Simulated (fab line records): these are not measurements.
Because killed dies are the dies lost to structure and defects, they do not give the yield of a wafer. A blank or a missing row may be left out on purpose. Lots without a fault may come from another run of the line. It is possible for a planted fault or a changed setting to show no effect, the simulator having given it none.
Matching of chambers / flow n5Finfet / 4 sister chambers for N5_ILD0_LINER_00 on aldSin-03
The step material SiNx, target thk 4 nm, pulse time 1 s, purge time 2 s. 4 wafers are shown with their chamber, then 7 later ones without.

== EACH WAFER AND ITS CHAMBER ==
wafer=L697.1; chamber=1; heaterPowerW (W)=774
wafer=L699.2; chamber=3; heaterPowerW (W)=767
wafer=L700.2; chamber=2; heaterPowerW (W)=931
wafer=L700.3; chamber=0; heaterPowerW (W)=805

== WAFERS WITH NO CHAMBER GIVEN ==
wafer=L700.4; heaterPowerW (W)=787
wafer=L701.2; heaterPowerW (W)=953
wafer=L701.4; heaterPowerW (W)=784
wafer=L701.5; heaterPowerW (W)=773
wafer=L702.1; heaterPowerW (W)=815
wafer=L702.3; heaterPowerW (W)=966
wafer=L702.6; heaterPowerW (W)=808

== THE CHAMBER EACH PASSED THROUGH ==
wafer=L700.4; from the rows above=can't be placed: 1 or 0 or 3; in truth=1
wafer=L701.2; from the rows above=2; in truth=2
wafer=L701.4; from the rows above=can't be placed: 1 or 3 or 0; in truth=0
wafer=L701.5; from the rows above=can't be placed: 1 or 3 or 0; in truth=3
wafer=L702.1; from the rows above=can't be placed: 0 or 1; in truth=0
wafer=L702.3; from the rows above=2; in truth=2
wafer=L702.6; from the rows above=can't be placed: 0 or 1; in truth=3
Correct placement for 2 of the 7. These rows do not allow placing 5 (true chamber among the candidates in 4). Wrongly placed: 0.
How it was worked out, from the rows above alone: a wafer's distance from a chamber is the root of the sum, over the readings, of the square of ((its reading less the chamber's mean) divided by the reading's scatter). The wafer belongs to the nearest chamber; if the next one is less than 2 further off, it can't be placed. For every chamber, the mean is computed from those of its wafers that are shown. The scatter: root of mean squared gap, hidden wafer to nearest shown wafer, with one shown wafer a chamber.
